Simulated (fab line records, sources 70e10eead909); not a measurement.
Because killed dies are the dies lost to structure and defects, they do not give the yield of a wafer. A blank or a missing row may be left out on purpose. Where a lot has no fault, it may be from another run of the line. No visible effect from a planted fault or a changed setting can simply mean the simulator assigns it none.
Chamber matching    flow nand_harc    rie_diel-10 running NHARC_A_M0_ETCH_34: 4 sister chambers
The step etches the open film in N2/H2, target depth 40 nm, overetch 12 nm, time 43.94 s. 27 wafers are shown with their chamber, then 12 later ones without.

## EACH WAFER AND ITS CHAMBER
wafer   chamber  showerhead_plenum_p_Torr (Torr)  drypump_motor_current_A (A)  rf_vpp_V (V)
L074.2  1        2.06                             5.1                          430.6
L074.3  0        2.09                             5.7                          432.0
L074.5  1        2.06                             5.1                          431.5
L075.1  2        1.91                             5.9                          427.1
L075.2  1        2.06                             5.1                          429.6
L075.4  0        2.09                             5.6                          430.3
L076.4  0        2.09                             5.7                          433.3
L076.5  1        2.06                             5.1                          430.7
L076.6  0        2.09                             5.7                          431.0
L079.1  2        1.91                             5.9                          427.2
L079.3  3        1.95                             5.0                          426.4
L079.5  3        1.95                             5.0                          428.6
L080.2  3        1.95                             5.0                          428.9
L080.5  0        2.08                             5.7                          430.8
L080.6  3        1.95                             5.0                          428.3
L082.1  3        1.95                             5.0                          428.6
L082.2  2        1.91                             5.9                          427.6
L082.5  1        2.06                             5.1                          431.7
L084.2  2        1.91                             5.9                          427.5
L084.4  0        2.08                             5.6                          430.9
L084.6  1        2.06                             5.1                          430.7
L083.3  0        2.08                             5.6                          432.1
L083.4  3        1.95                             5.0                          428.3
L083.6  1        2.06                             5.1                          429.9
L085.3  0        2.08                             5.7                          431.6
L085.4  1        2.06                             5.1                          431.7
L085.6  1        2.06                             5.1                          430.5

SIGNATURES, as means of the wafers listed above
reading                   chamber 0  chamber 1  chamber 2  chamber 3  scatter within a chamber
showerhead_plenum_p_Torr  2.0850     2.0600     1.9100     1.9500     0.00295
drypump_motor_current_A   5.662      5.100      5.900      5.000      0.0286
rf_vpp_V                  431.500    430.767    427.350    428.183    0.811
Rule: distance of a wafer from a chamber = root of the sum over the readings of ((wafer's reading minus chamber's mean) / reading's scatter) squared. If the next closest chamber is less than 2 further off than the closest, the wafer can't be placed; otherwise it belongs to the closest. The scatter: take each reading less its chamber's mean, square it, sum over the shown wafers, divide by the number of wafers less the number of chambers, and take the root.

## WAFERS WITHOUT THEIR CHAMBER
wafer   showerhead_plenum_p_Torr (Torr)  drypump_motor_current_A (A)  rf_vpp_V (V)
L087.1  1.91                             5.9                          426.7
L087.2  1.95                             5.0                          426.6
L087.5  1.91                             5.9                          426.9
L088.2  2.06                             5.1                          430.9
L088.4  1.91                             5.9                          425.5
L088.6  1.95                             5.0                          429.1
L090.1  1.91                             5.9                          425.2
L090.3  2.06                             5.1                          429.4
L090.6  2.08                             5.6                          432.6
L092.3  2.08                             5.7                          431.1
L092.4  1.90                             5.9                          427.3
L092.6  1.91                             5.9                          426.9

## CHAMBER TAKEN BY EACH
wafer   from the rows above  in truth
L087.1  2                    2
L087.2  3                    3
L087.5  2                    2
L088.2  1                    1
L088.4  2                    2
L088.6  3                    3
L090.1  2                    2
L090.3  1                    1
L090.6  0                    0
L092.3  0                    0
L092.4  2                    2
L092.6  2                    2
Correctly placed: 12 of 12. Number that these rows cannot place: 0. Placed wrongly: 0.
